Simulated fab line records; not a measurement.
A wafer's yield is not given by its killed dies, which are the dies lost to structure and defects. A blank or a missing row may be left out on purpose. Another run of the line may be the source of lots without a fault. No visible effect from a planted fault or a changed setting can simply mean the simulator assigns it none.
Matching of chambers | flow nand-harc | NHARC_A_SLIT_ETCH_24 on rie-diel-07 has 4 sister chambers
The step etches the open film in CF4/CHF3, target depth 121 nm, time 60.5 s. 4 wafers are shown with their chamber, then 7 later ones without.

WAFERS, EACH WITH ITS CHAMBER
wafer  | chamber | drypump-motor-current-A (A)
L134.6 | 3       | 5.5
L144.4 | 0       | 5.6
L148.4 | 2       | 6.4
L148.5 | 1       | 5.5

WAFERS WITHOUT THEIR CHAMBER
wafer  | drypump-motor-current-A (A)
L148.6 | 5.7
L154.1 | 6.4
L154.3 | 5.5
L154.6 | 5.7
L153.1 | 5.5
L153.2 | 5.7
L153.4 | 6.5

CHAMBER TAKEN BY EACH
wafer  | from the rows above          | in truth
L148.6 | can't be placed: 0 or 1 or 3 | 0
L154.1 | 2                            | 2
L154.3 | can't be placed: 1 or 3 or 0 | 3
L154.6 | can't be placed: 0 or 1 or 3 | 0
L153.1 | can't be placed: 1 or 3 or 0 | 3
L153.2 | can't be placed: 0 or 1 or 3 | 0
L153.4 | 2                            | 2
Correctly placed: 2 of 7. From these rows, 5 cannot be placed; in 5 the true chamber is one of the candidates. 0 placed wrongly.
How it was worked out, from the rows above alone: a wafer's distance from a chamber is the root of the sum, over the readings, of the square of ((its reading less the chamber's mean) divided by the reading's scatter). The wafer belongs to the nearest chamber; if the next one is less than 2 further off, it can't be placed. For every chamber, the mean is computed from those of its wafers that are shown. The scatter (one wafer shown for each chamber): square how far every hidden wafer sits from the nearest shown wafer, average those squares and take the square root.
